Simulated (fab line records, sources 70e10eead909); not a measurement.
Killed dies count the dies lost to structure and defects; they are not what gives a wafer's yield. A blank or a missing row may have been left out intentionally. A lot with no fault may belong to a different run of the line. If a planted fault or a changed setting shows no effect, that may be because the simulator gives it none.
A lot that was struck, set against a sound lot ; flow nandHarc ; 14 steps out of a route of 1302
Sound: these wafers, L473.2, L473.4, L473.5. Struck: wafers L481.2, L481.3, L481.4. The cause is given at the end.
For every step that has rows: the tool of each side, followed by ch and its chambers, followed by its first start. Under that, the readings that differ: sound wafers ; struck wafers ; difference of the means ; sigmas: that difference in standard deviations of wafers without a fault.
alike: a reading whose means differ by less than 2 such deviations, as well as words and numbers matching on both sides. not compared: withheld readings; readings where some wafer has no value; bounds like >300 that might hide an equal value; numbers whose values overlap and for which the record gives no deviation.
The two part at a step that has a row with sigmas, a row that says differs or no value, or rows on one side only. Non-overlapping numbers with no deviation appear without sigmas and do not part them. A reading that every wafer of one side lacks parts them only if that side has two wafers or more.

first, 3 steps without rows for these wafers: NHARC_THIN_TSV_EXPOSE_09 (exposes mask TSV); NHARC_THIN_TSV_PEB_10 (peb time 85 s); NHARC_THIN_TSV_DEVELOP_11 (time 70 s).
NHARC_THIN_TSV_CD_MEAS_12 targets a cd of 1000 nm.
  sound on cdSem-03 ch 0, day 27 05:44; struck on cdSem-01 ch 0, day 31 02:41
  alike: cdNm
then, 1 step without rows for these wafers: NHARC_THIN_TSV_HARDBAKE_13 (time 80 s).
NHARC_THIN_TSV_DESCUM_14: chemistry O2, time 3 s.
  sound on rieDiel-09 ch 0,1,2, day 27 05:53; struck on rieDiel-07 ch 0,2,3, day 31 02:51
  alike: chamberPressureMTorr, drypumpMotorCurrentA, oesProductAu, rfVppV, showerheadPlenumPTorr, throttleValvePct
  not compared: rfHoursCounterH
NHARC_THIN_TSV_ETCH_44: etches the open film in CF4/O2, target depth 1594.2 nm, time 797.1 s.
  sound on rieDiel-09 ch 1,2, day 27 06:02; struck on rieDiel-07 ch 0,2,3, day 31 02:56
  alike: chamberPressureMTorr, drypumpMotorCurrentA, oesProductAu, rfVppV, showerheadPlenumPTorr, throttleValvePct
  not compared: rfHoursCounterH
NHARC_THIN_TSV_ETCH_15: target depth 3000 nm, bosch target overetch cycles 2, bosch etch step 2.8 s.
  sound on rieSi-03 ch 0,1,2, day 27 06:33; struck on rieSi-03 ch 0,1,3, day 31 03:31
  alike: drypumpMotorCurrentA
  not compared: rfHoursCounterH
NHARC_THIN_TSV_CD_MEAS_16:
  struck on cdSem-01, day 31 03:41; sound on cdSem-01, day 27 06:42
  alike: cdNm
then, 2 steps without rows for these wafers: NHARC_THIN_TSV_STRIP_45 (strips in O2); NHARC_THIN_TSV_STRIP_46 (strips in post etch residue remover, time 1200 s).
NHARC_THIN_TSV_DEP_47: deposits SiO2, target thk 200 nm.
  sound on pecvd-01 ch 1,2, day 27 07:47; struck on pecvd-01 ch 0,1,2, day 31 04:49
  alike: showerheadVppV, throttleValvePct
NHARC_THIN_TSV_ETCHBACK_48: etches the open film in C4F8/Ar, target depth 1028.5 nm, time 405.17 s.
  sound on rieDiel-09 ch 0,2,3, day 27 08:13; struck on rieDiel-07 ch 0,2,3, day 31 05:10
  no value came back on the struck wafers for any of 5 readings (biasW (W), chamberPressureMTorr (mTorr) and others); on the sound wafers biasW (W) reads 300.3 300.2 299.5
  not compared: rfHoursCounterH
NHARC_THIN_TSV_STRIP_62: strips in N2/H2, time 20 s.
  sound on plasmaAsher-01 ch 0,1, day 27 08:31; struck on plasmaAsher-01 ch 0,1, day 31 05:33
  alike: drypumpMotorCurrentA, heaterPowerW
  not compared: rfHoursCounterH

WHERE THEY PART
Only at NHARC_THIN_TSV_ETCHBACK_48, within this record. Later steps at which nothing parts them and some readings are alike: NHARC_THIN_TSV_STRIP_62.

WHY: whatever the simulator had introduced
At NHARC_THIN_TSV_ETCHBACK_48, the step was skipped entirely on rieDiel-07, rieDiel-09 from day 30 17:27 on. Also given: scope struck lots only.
